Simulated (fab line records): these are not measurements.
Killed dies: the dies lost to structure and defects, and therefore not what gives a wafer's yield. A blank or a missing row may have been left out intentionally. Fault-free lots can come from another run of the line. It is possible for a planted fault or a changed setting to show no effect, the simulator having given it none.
fab line records	flow nand-harc	part 1 of 2: steps 1 to 22 of 35
[record] lots = 5	wafers = 15	last-day = 33
route steps=1302 shown P_M1@289 P_M2@318
lots untouched by any fault: they come from a run of this same line in which no faults occurred
start-h: the number of hours between the record's first day and the start of the first shown wafer of the lot	wait-h: time in hours since the lot's previous step	" identical to the entry in the row above	L1.1+2: a single row standing in for several wafers	- no value, or no start given	* or withheld: withheld	< > ~ a bound
route shown NAME@n: NAME is a module with steps in the file, n the number in the route of the first one	usual: mean/standard deviation of fault-free wafers	same: alike in all rows	chamber/n: place in a boat	sites: the reading at each site	_std_site: their standard deviation	_edge_site: the outer-site mean with the inner-site mean subtracted	radius-mm: how far each site lies from the wafer's centre	mask NAME#n: copy n	behind: the tool/chamber that last shaped the wafer	hold: reason for holding the lot/hours on hold/outcome of the hold	device: whichever transistor did not switch (one of n, p or np)	end of line: the route-end tests of the same wafers	where a step has no rows: the recipe by itself	killed: count of dies lost to structure and defects at first sort (not the wafer's yield)	map: per-die view of a wafer (x killed, . not killed, _ where there is no die)
set.NAME: the setting as run; set.NAME@STEP: as run at that earlier step	model.NAME: the simulator's own value behind a step, which no gauge read
certain route steps with their lots: each step a table, each wafer a row
services: when a tool's chamber went out of use (start-h, in hours from the record's first day, below 0 if earlier), for how many hours, and the reason
[[steps]]
[step NHARC_P_M1_COAT_03]
[recipe] spin-rpm = 1500	resist-thk-nm = 90
[usual] dispense-pressure-kPa = 47.3/1.9	exhaust-pa = 45.0/0.93
lot.wafer	tool	chamber	start-h	wait-h	dispense-pressure-kPa	exhaust-pa
L074.3	litho-track-06	0	-	-	50.2	44.8
L074.4	"	0	"	"	50.2	43.3
L074.6	"	0	"	"	50.2	45.5
L085.3	litho-track-01	0	-	-	47.5	42.9
L085.4	"	0	"	"	47.5	45.5
L085.5	"	0	"	"	47.5	44.5
L093.4	litho-track-01	0	-	-	47.5	43.0
L093.5	"	0	"	"	47.5	43.9
L093.6	"	0	"	"	47.5	46.1
L094.1	litho-track-04	0	-	-	45.5	46.0
L094.3	"	0	"	"	45.5	45.7
L094.6	"	0	"	"	45.4	45.8
L096.2	litho-track-01	0	-	-	47.5	45.4
L096.4	"	0	"	"	47.5	45.3
L096.5	"	0	"	"	47.6	45.9
[step NHARC_P_M1_SOFTBAKE_04]
[recipe] temp-c = 105	time-s = 55
[usual] exhaust-pa = 45.0/1
lot.wafer	tool	chamber	start-h	wait-h	exhaust-pa
L074.3	litho-track-06	0	-	-	44.1
L074.4	"	0	"	"	46.0
L074.6	"	0	"	"	44.0
L085.3	litho-track-01	0	-	-	42.4
L085.4	"	0	"	"	44.5
L085.5	"	0	"	"	43.8
L093.4	litho-track-01	0	-	-	44.7
L093.5	"	0	"	"	46.0
L093.6	"	0	"	"	45.9
L094.1	litho-track-04	0	-	-	45.3
L094.3	"	0	"	"	45.7
L094.6	"	0	"	"	45.5
L096.2	litho-track-01	0	-	-	45.8
L096.4	"	0	"	"	44.5
L096.5	"	0	"	"	45.1
[step NHARC_P_M1_EBR_05]
[usual] exhaust-pa = 44.7/0.9
lot.wafer	tool	chamber	start-h	wait-h	exhaust-pa
L074.3	litho-track-06	0	-	-	45.9
L074.4	"	0	"	"	45.9
L074.6	"	0	"	"	44.6
L085.3	litho-track-01	0	-	-	45.9
L085.4	"	0	"	"	45.6
L085.5	"	0	"	"	45.9
L093.4	litho-track-01	0	-	-	44.5
L093.5	"	0	"	"	43.1
L093.6	"	0	"	"	44.5
L094.1	litho-track-04	0	-	-	44.7
L094.3	"	0	"	"	44.7
L094.6	"	0	"	"	44.3
L096.2	litho-track-01	0	-	-	45.5
L096.4	"	0	"	"	46.3
L096.5	"	0	"	"	46.1
[step NHARC_P_M1_EXPOSE_06]
[recipe] na = 1.35	target-cd-nm = 130	dose-mj = 81.88	mask-id = P_M1
lot.wafer	tool	chamber	start-h	wait-h	mask
L074.3+4+6	arfi-scanner-03	0	122.78	-	P_M1#0
L085.3+4+5	arfi-scanner-02	0	240.68	-	P_M1#0
L093.4+5+6	arfi-scanner-01	0	314.54	-	P_M1#0
L094.1+3+6	arfi-scanner-02	0	322.01	-	P_M1#0
L096.2+4+5	arfi-scanner-03	0	352.11	-	P_M1#0
[step NHARC_P_M1_PEB_07]
[recipe] peb-temp-c = 100	peb-time-s = 65
[usual] exhaust-pa = 44.9/0.86
lot.wafer	tool	chamber	start-h	wait-h	exhaust-pa
L074.3	litho-track-01	0	122.83	0.0	43.3
L074.4	"	0	"	"	45.6
L074.6	"	0	"	"	45.2
L085.3	litho-track-04	0	240.73	0.0	45.8
L085.4	"	0	"	"	45.2
L085.5	"	0	"	"	44.1
L093.4	litho-track-01	0	314.59	0.0	45.0
L093.5	"	0	"	"	44.3
L093.6	"	0	"	"	44.5
L094.1	litho-track-04	0	322.07	0.1	44.5
L094.3	"	0	"	"	45.2
L094.6	"	0	"	"	45.0
L096.2	litho-track-04	0	352.17	0.1	43.6
L096.4	"	0	"	"	44.0
L096.5	"	0	"	"	44.0
[step NHARC_P_M1_DEVELOP_08]
[recipe] develop-time-s = 35	dev-temp-c = 23
[usual] exhaust-pa = 45.1/0.86
lot.wafer	tool	chamber	start-h	wait-h	exhaust-pa
L074.3	litho-track-01	0	-	-	45.8
L074.4	"	0	"	"	44.7
L074.6	"	0	"	"	45.8
L085.3	litho-track-04	0	-	-	44.7
L085.4	"	0	"	"	45.0
L085.5	"	0	"	"	45.5
L093.4	litho-track-01	0	-	-	45.2
L093.5	"	0	"	"	46.4
L093.6	"	0	"	"	44.5
L094.1	litho-track-04	0	-	-	46.1
L094.3	"	0	"	"	46.4
L094.6	"	0	"	"	47.2
L096.2	litho-track-04	0	-	-	43.8
L096.4	"	0	"	"	43.6
L096.5	"	0	"	"	45.7
[step NHARC_P_M1_CD_MEAS_09]
[recipe] target-cd-nm = 130	landing-energy-ev = 500
[usual] cd-nm = 129.9/0.57
lot.wafer	tool	chamber	start-h	wait-h	cd-nm
L074.3	cd-sem-02	0	122.92	-	130.3
L074.4	"	0	"	"	129.6
L074.6	"	0	"	"	130.1
L085.3	cd-sem-02	0	240.81	-	129.9
L085.4	"	0	"	"	130.3
L085.5	"	0	"	"	131.2
L093.4	cd-sem-03	0	314.67	-	130.0
L093.5	"	0	"	"	129.3
L093.6	"	0	"	"	129.3
L094.1	cd-sem-02	0	322.15	-	129.3
L094.3	"	0	"	"	129.5
L094.6	"	0	"	"	128.8
L096.2	cd-sem-02	0	352.25	-	130.3
L096.4	"	0	"	"	130.5
L096.5	"	0	"	"	129.7
[step NHARC_P_M1_OVL_MEAS_10]
[recipe] pitch-nm = 260
[usual] overlay-x-nm = 0.2/0.88	overlay-y-nm = -0.1/0.7
lot.wafer	tool	chamber	start-h	wait-h	overlay-x-nm	overlay-y-nm
L074.3	overlay-02	-	123.00	-	-2.2	0.3
L074.4	"	-	"	"	-1.8	0.2
L074.6	"	-	"	"	-1.7	0.3
L085.3	overlay-01	-	240.90	-	1.4	1.4
L085.4	"	-	"	"	0.7	0.5
L085.5	"	-	"	"	1.0	0.8
L093.4	overlay-02	-	314.75	-	1.0	-1.0
L093.5	"	-	"	"	0.3	-0.9
L093.6	"	-	"	"	0.6	-0.9
L094.1	overlay-01	-	322.23	-	0.6	-0.9
L094.3	"	-	"	"	0.7	-0.6
L094.6	"	-	"	"	1.0	-0.5
L096.2	overlay-02	-	352.34	-	-0.4	-0.4
L096.4	"	-	"	"	-0.6	-0.1
L096.5	"	-	"	"	-0.9	-0.4
[step NHARC_P_M1_INSPECT_11]
[usual] raw-defect-count = 4.7/2.7
lot.wafer	tool	chamber	start-h	wait-h	raw-defect-count
L074.3	defect-inspect-02	-	123.04	0.0	3
L074.4	"	-	"	"	2
L074.6	"	-	"	"	1
L085.3	defect-inspect-01	-	240.93	0.0	5
L085.4	"	-	"	"	2
L085.5	"	-	"	"	5
L093.4	defect-inspect-01	-	314.79	0.0	1
L093.5	"	-	"	"	4
L093.6	"	-	"	"	3
L094.1	defect-inspect-02	-	322.27	0.0	4
L094.3	"	-	"	"	3
L094.6	"	-	"	"	3
L096.2	defect-inspect-02	-	352.37	0.0	2
L096.4	"	-	"	"	0
L096.5	"	-	"	"	1
[step NHARC_P_M1_DESCUM_14]
[recipe] time-s = 3	o2-flow-sccm = 200	ar-flow-sccm = 0	bias-power-w = 0	chemistry = O2
[usual] drypump-motor-current-A = 5.7/0.52	mfc-ar-sccm = 0.009/0.013	oes-product-au = 1.000/0.01	rf-vpp-V = 58.0/0.89	showerhead-plenum-p-Torr = 1.96/0.063	throttle-valve-pct = 11.311/0.01
lot.wafer	tool	chamber	start-h	wait-h	drypump-motor-current-A	mfc-ar-sccm	oes-product-au	rf-hours-counter-h	rf-vpp-V	showerhead-plenum-p-Torr	throttle-valve-pct
L074.4	rie-diel-05	3	123.10	0.1	5.0	0.011	0.988	6	57.4	1.96	11.308
L074.3	"	0	"	"	5.0	0	0.985	5	57.0	1.86	11.310
L074.6	"	3	"	"	5.0	0.011	0.988	-	57.0	1.96	11.312
L085.3	rie-diel-09	1	240.99	0.1	5.6	0	0.998	5	58.5	1.93	11.316
L085.4	"	3	"	"	5.4	0.002	0.990	5	59.2	2.01	11.316
L085.5	"	2	"	"	6.3	0	1.004	-	59.7	2.01	11.292
L093.4	rie-diel-09	3	314.86	0.1	5.5	0.002	0.990	10	58.8	2.01	11.298
L093.5	"	2	"	"	6.3	0	0.991	-	57.9	2.01	11.305
L093.6	"	3	"	"	5.5	0.002	0.987	-	57.8	2.01	11.326
L094.3	rie-diel-08	1	322.33	0.1	5.8	0.039	1.001	42	58.0	1.99	11.316
L094.1	"	0	"	"	5.9	0.027	0.998	32	58.8	2.01	11.290
L094.6	"	2	"	"	5.8	0	1.009	-	56.6	1.99	11.316
L096.4	rie-diel-09	3	352.43	0.1	5.4	0.002	0.988	2	58.0	2.01	11.305
L096.2	"	1	"	"	5.5	0	1.021	2	56.7	1.93	11.295
L096.5	"	0	"	"	6.3	0.036	0.987	-	59.1	1.91	11.299
[step NHARC_P_M1_ETCH_35]
[recipe] target-depth-a = 400	overetch-a = 120	time-s = 43.94	ion-energy-ev = 200	n2-flow-sccm = 150	h2-flow-sccm = 150	ar-flow-sccm = 0	rf-w = 400	bias-w = 150	chemistry = N2/H2
[usual] drypump-motor-current-A = 5.7/0.51	h2-flow-sccm = 150.0/0.4	mfc-ar-sccm = 0.009/0.013	oes-product-au = 1.002/0.0093	rf-vpp-V = 431.9/1.9	showerhead-plenum-p-Torr = 2.09/0.071	throttle-valve-pct = 14.170/0.0081
lot.wafer	tool	chamber	start-h	wait-h	drypump-motor-current-A	h2-flow-sccm	mfc-ar-sccm	oes-product-au	rf-hours-counter-h	rf-vpp-V	showerhead-plenum-p-Torr	throttle-valve-pct
L074.4	rie-diel-05	3	123.19	0.1	5.0	149.8	0.011	0.997	6	431.4	2.09	14.180
L074.3	"	1	"	"	5.4	150.3	0	1.004	4	433.0	2.13	14.161
L074.6	"	3	"	"	4.9	150.9	0.011	0.996	-	431.3	2.09	14.184
L085.4	rie-diel-09	3	241.08	0.1	5.4	149.9	0.002	1.003	5	433.7	2.14	14.167
L085.3	"	2	"	"	6.3	149.1	0	1.011	5	432.8	2.15	14.162
L085.5	"	3	"	"	5.4	150.2	0.002	1.003	-	433.0	2.14	14.172
L093.4	rie-diel-09	0	314.94	0.1	6.3	150.4	0.036	1.006	10	430.8	2.03	14.178
L093.5	"	3	"	"	5.4	150.5	0.002	1.004	-	434.3	2.14	14.181
L093.6	"	0	"	"	6.3	149.1	0.036	1.000	-	431.1	2.03	14.181
L094.3	rie-diel-08	0	322.42	0.1	5.8	150.1	0.027	0.991	32	434.9	2.14	14.162
L094.1	"	1	"	"	5.9	150.0	0.039	1.006	42	432.7	2.12	14.169
L094.6	"	0	"	"	5.9	150.4	0.027	1.006	-	434.2	2.14	14.166
L096.4	rie-diel-09	0	352.52	0.1	6.3	149.8	0.036	1.010	2	431.7	2.03	14.179
L096.2	"	2	"	"	6.3	150.1	0	0.995	2	433.1	2.15	14.177
L096.5	"	0	"	"	6.3	149.7	0.036	0.996	-	431.6	2.03	14.164
[step NHARC_P_M1_ETCH_15]
[recipe] target-depth-a = 1825	time-s = 91.2	c4f8-flow-sccm = withheld	ar-flow-sccm = 400	rf-w = 600	bias-w = 300	chemistry = C4F8/Ar
[usual] oes-product-au = 0.954/0.023	rf-vpp-V = 442.4/2
lot.wafer	tool	chamber	start-h	wait-h	oes-product-au	rf-hours-counter-h	rf-vpp-V
L074.4	rie-diel-05	3	-	-	0.946	6	442.4
L074.3	"	0	"	"	0.944	5	438.0
L074.6	"	3	"	"	0.955	-	443.4
L085.3	rie-diel-09	0	-	-	0.975	5	440.8
L085.4	"	2	"	"	0.958	5	444.8
L085.5	"	0	"	"	0.978	-	441.1
L093.4	rie-diel-09	1	-	-	0.975	10	441.6
L093.5	"	1	"	"	0.981	-	441.3
L093.6	"	2	"	"	0.959	-	443.8
L094.1	rie-diel-08	1	-	-	0.927	42	443.5
L094.3	"	3	"	"	0.919	36	438.5
L094.6	"	0	"	"	0.932	-	445.1
L096.4	rie-diel-09	2	-	-	0.989	2	444.1
L096.2	"	3	"	"	0.953	2	443.8
L096.5	"	1	"	"	0.993	-	442.7
[step NHARC_P_M1_CD_MEAS_16]
[usual] cd-nm = 129.9/0.79
lot.wafer	tool	chamber	start-h	wait-h	cd-nm
L074.3	cd-sem-03	-	123.42	-	129.7
L074.4	"	-	"	"	129.6
L074.6	"	-	"	"	130.3
L085.3	cd-sem-01	-	241.30	-	130.4
L085.4	"	-	"	"	131.0
L085.5	"	-	"	"	131.2
L093.4	cd-sem-03	-	315.16	-	129.8
L093.5	"	-	"	"	129.2
L093.6	"	-	"	"	128.9
L094.1	cd-sem-03	-	322.64	-	128.4
L094.3	"	-	"	"	130.2
L094.6	"	-	"	"	129.6
L096.2	cd-sem-03	-	352.74	-	130.3
L096.4	"	-	"	"	130.9
L096.5	"	-	"	"	129.6
[step NHARC_P_M1_STRIP_18]
[recipe] power-w = 1000	n2-flow-sccm = 150	h2-flow-sccm = 150	ar-flow-sccm = 0	bias-w = 0	chemistry = N2/H2
[usual] drypump-motor-current-A = 5.8/0.48	h2-flow-sccm = 150.0/0.43	mfc-ar-sccm = 0.011/0.014	oes-product-au = 1.001/0.008	rf-vpp-V = 91.0/0.83	showerhead-plenum-p-Torr = 2.09/0.067	throttle-valve-pct = 14.173/0.0089
lot.wafer	tool	chamber	start-h	wait-h	drypump-motor-current-A	h2-flow-sccm	mfc-ar-sccm	oes-product-au	rf-hours-counter-h	rf-vpp-V	showerhead-plenum-p-Torr	throttle-valve-pct
L074.3	rie-diel-09	3	123.51	0.1	5.4	150.0	0.002	1.000	9	91.9	2.14	14.165
L074.4	"	1	"	"	5.5	150.1	0	1.004	8	89.5	2.06	14.159
L074.6	"	2	"	"	6.3	150.9	0	0.994	-	90.9	2.15	14.194
L085.3	rie-diel-05	3	241.37	0.1	4.9	150.1	0.011	1.004	0	90.9	2.09	14.170
L085.4	"	0	"	"	5.0	150.0	0	1.002	0	90.6	1.97	14.177
L085.5	"	0	"	"	5.0	149.8	0	1.006	-	89.9	1.98	14.175
L093.4	rie-diel-05	2	315.31	0.1	6.4	150.1	0.004	1.000	6	92.9	2.19	14.179
L093.5	"	3	"	"	5.0	150.2	0.011	1.006	-	90.7	2.09	14.174
L093.6	"	0	"	"	5.0	149.9	0	0.999	-	91.8	1.97	14.174
L094.3	rie-diel-05	1	322.74	0.1	5.4	149.1	0	1.013	7	90.5	2.12	14.157
L094.1	"	3	"	"	5.0	149.7	0.011	0.994	6	90.4	2.09	14.179
L094.6	"	3	"	"	5.0	149.5	0.011	0.987	-	92.0	2.09	14.177
L096.4	rie-diel-05	2	352.81	0.1	6.4	149.9	0.004	0.987	9	92.5	2.19	14.162
L096.2	"	1	"	"	5.5	149.6	0	1.004	10	91.2	2.12	14.175
L096.5	"	2	"	"	6.4	149.9	0.004	1.000	-	91.7	2.19	14.173
[step NHARC_P_M1_ETCH_28]
[recipe] target-depth-a = 300	over-etch-frac = 0.3	time-s = 72.99	ion-energy-ev = 150	cf4-flow-sccm = 50	n2-flow-sccm = 100	ar-flow-sccm = 150	rf-w = 300	bias-w = 100	chemistry = CF4/N2
[usual] drypump-motor-current-A = 5.8/0.48	mfc-ar-sccm = 150.0/0.48	oes-product-au = 1.000/0.0092	rf-vpp-V = 315.1/1.6	showerhead-plenum-p-Torr = 2.68/0.082	throttle-valve-pct = 19.794/0.0083
lot.wafer	tool	chamber	start-h	wait-h	drypump-motor-current-A	mfc-ar-sccm	oes-product-au	rf-hours-counter-h	rf-vpp-V	showerhead-plenum-p-Torr	throttle-valve-pct
L074.3	rie-diel-09	2	-	-	6.3	150.0	0.986	9	315.7	2.76	19.793
L074.4	"	3	"	"	5.5	149.9	0.995	9	314.6	2.75	19.786
L074.6	"	2	"	"	6.3	150.4	0.991	-	316.0	2.76	19.795
L085.3	rie-diel-05	0	-	-	5.0	149.9	0.991	1	313.7	2.55	19.782
L085.4	"	2	"	"	6.4	149.4	0.999	1	316.6	2.80	19.789
L085.5	"	0	"	"	5.0	150.1	1.006	-	312.9	2.55	19.794
L093.4	rie-diel-05	0	-	-	5.0	149.5	0.994	6	312.0	2.55	19.804
L093.5	"	3	"	"	5.0	149.0	1.001	-	316.2	2.68	19.798
L093.6	"	0	"	"	5.0	149.2	0.987	-	313.2	2.55	19.799
L094.1	rie-diel-05	1	-	-	5.5	150.1	1.005	7	314.7	2.73	19.796
L094.3	"	0	"	"	5.0	150.2	0.987	6	311.3	2.55	19.796
L094.6	"	0	"	"	5.0	148.8	0.982	-	311.2	2.55	19.796
L096.2	rie-diel-05	2	-	-	6.4	149.0	1.004	9	315.9	2.80	19.789
L096.4	"	1	"	"	5.5	150.0	1.016	10	315.0	2.72	19.792
L096.5	"	2	"	"	6.4	149.9	1.001	-	316.8	2.80	19.790
[step NHARC_P_M1_STRIP_19]
[recipe] time-s = 600	temp-c = 30	chemistry = post-etch-residue-remover
lot.wafer	tool	chamber	start-h	wait-h
L074.4+3+6	wet-bench-10	4,7,1	123.86	-
L085.3+4+5	wet-bench-08	1,2,5	241.75	-
L093.5+6+4	wet-bench-08	1,3,4	315.60	-
L094.3+1+6	wet-bench-08	2,3,4	323.14	-
L096.5+2+4	wet-bench-08	0,1,4	353.19	-
[step NHARC_P_M1_DEGAS_29]
[recipe] temp-c = 250	time-s = 60
[usual] heater-power-w = 353/33
lot.wafer	tool	chamber	start-h	wait-h	heater-power-w
L074.4	pvd-sputter-01	-	124.14	-	384
L074.3	"	-	"	"	369
L074.6	"	-	"	"	382
L085.3	pvd-sputter-03	-	242.03	-	336
L085.4	"	-	"	"	320
L085.5	"	-	"	"	276
L093.4	pvd-sputter-01	-	315.88	-	317
L093.6	"	-	"	"	383
L093.5	"	-	"	"	326
L094.3	pvd-sputter-01	-	323.43	-	382
L094.1	"	-	"	"	312
L094.6	"	-	"	"	388
L096.2	pvd-sputter-02	-	353.46	-	387
L096.4	"	-	"	"	320
L096.5	"	-	"	"	388
[step NHARC_P_M1_PRE_CLEAN_30]
[recipe] time-s = 30	temp-c = 280	gas = H2/He
[usual] heater-power-w = 430/41
lot.wafer	tool	chamber	start-h	wait-h	heater-power-w
L074.4	pvd-sputter-01	-	-	-	407
L074.3	"	-	"	"	446
L074.6	"	-	"	"	414
L085.4	pvd-sputter-03	-	-	-	340
L085.3	"	-	"	"	393
L085.5	"	-	"	"	340
L093.4	pvd-sputter-01	-	-	-	386
L093.6	"	-	"	"	454
L093.5	"	-	"	"	389
L094.1	pvd-sputter-01	-	-	-	402
L094.3	"	-	"	"	486
L094.6	"	-	"	"	408
L096.2	pvd-sputter-02	-	-	-	405
L096.4	"	-	"	"	475
L096.5	"	-	"	"	406
[step NHARC_P_M1_PVD_20]
[recipe] target-thk-a = 50	bias-v = 168.6	power-w = 15000	chamber-pressure-pa = 0.12	time-s = 8.06	substrate-temp-c = 50	material = TaN
[usual] throttle-valve-pct = 30.4/0.7
lot.wafer	tool	chamber	start-h	wait-h	throttle-valve-pct
L074.3	pvd-sputter-01	-	-	-	30.2
L074.4	"	-	"	"	30.6
L074.6	"	-	"	"	30.4
L085.3	pvd-sputter-03	-	-	-	31.3
L085.4	"	-	"	"	30.5
L085.5	"	-	"	"	28.6
L093.4	pvd-sputter-01	-	-	-	29.6
L093.6	"	-	"	"	30.6
L093.5	"	-	"	"	29.8
L094.3	pvd-sputter-01	-	-	-	30.8
L094.1	"	-	"	"	30.0
L094.6	"	-	"	"	31.0
L096.2	pvd-sputter-02	-	-	-	29.8
L096.4	"	-	"	"	31.0
L096.5	"	-	"	"	29.5
[step NHARC_P_M1_PVD_21]
[recipe] target-thk-a = 300	chamber-pressure-pa = 5	power-w = 5000	substrate-temp-c = 30	time-s = 20.49	material = Cu
[usual] throttle-valve-pct = 30.4/0.67
lot.wafer	tool	chamber	start-h	wait-h	throttle-valve-pct
L074.3	pvd-sputter-01	-	-	-	30.6
L074.4	"	-	"	"	30.7
L074.6	"	-	"	"	30.6
L085.3	pvd-sputter-03	-	-	-	31.3
L085.4	"	-	"	"	30.8
L085.5	"	-	"	"	30.5
L093.4	pvd-sputter-01	-	-	-	30.8
L093.6	"	-	"	"	30.8
L093.5	"	-	"	"	30.0
L094.1	pvd-sputter-01	-	-	-	30.8
L094.3	"	-	"	"	29.8
L094.6	"	-	"	"	29.8
L096.4	pvd-sputter-02	-	-	-	29.7
L096.2	"	-	"	"	31.7
L096.5	"	-	"	"	31.2
[step NHARC_P_M1_ECD_22]
[recipe] target-thk-a = 4000	bath-temp-c = 25	material = Cu
lot.wafer	tool	chamber	start-h	wait-h
L074.3+4+6	ecd-cu-01	0,1,1	124.61	-
L085.3+4+5	ecd-cu-02	0,1,0	242.48	-
L093.4+5+6	ecd-cu-01	0,0,1	316.33	-
L094.1+3+6	ecd-cu-01	0,0,1	323.78	-
L096.2+4+5	ecd-cu-01	1,1,0	353.86	-
[step NHARC_P_M1_ANNEAL_31]
[recipe] temp-c = 225	time-s = 90
[usual] wafer_temp_C_max = 226.3/0.51
lot.wafer	tool	chamber	start-h	wait-h	wafer_temp_C_max
L074.3	rtp-anneal-02	0	125.00	0.3	226.5
L074.4	"	0	"	"	226.8
L074.6	"	0	"	"	226.5
L085.3	rtp-anneal-02	0	242.86	0.3	226.2
L085.4	"	0	"	"	227.2
L085.5	"	0	"	"	226.7
L093.4	rtp-anneal-02	0	316.77	0.4	226.5
L093.5	"	0	"	"	226.2
L093.6	"	0	"	"	226.3
L094.1	rtp-anneal-02	0	324.16	0.3	226.3
L094.3	"	0	"	"	226.9
L094.6	"	0	"	"	226.9
L096.2	rtp-anneal-01	0	354.24	0.3	225.9
L096.4	"	0	"	"	225.4
L096.5	"	0	"	"	225.5
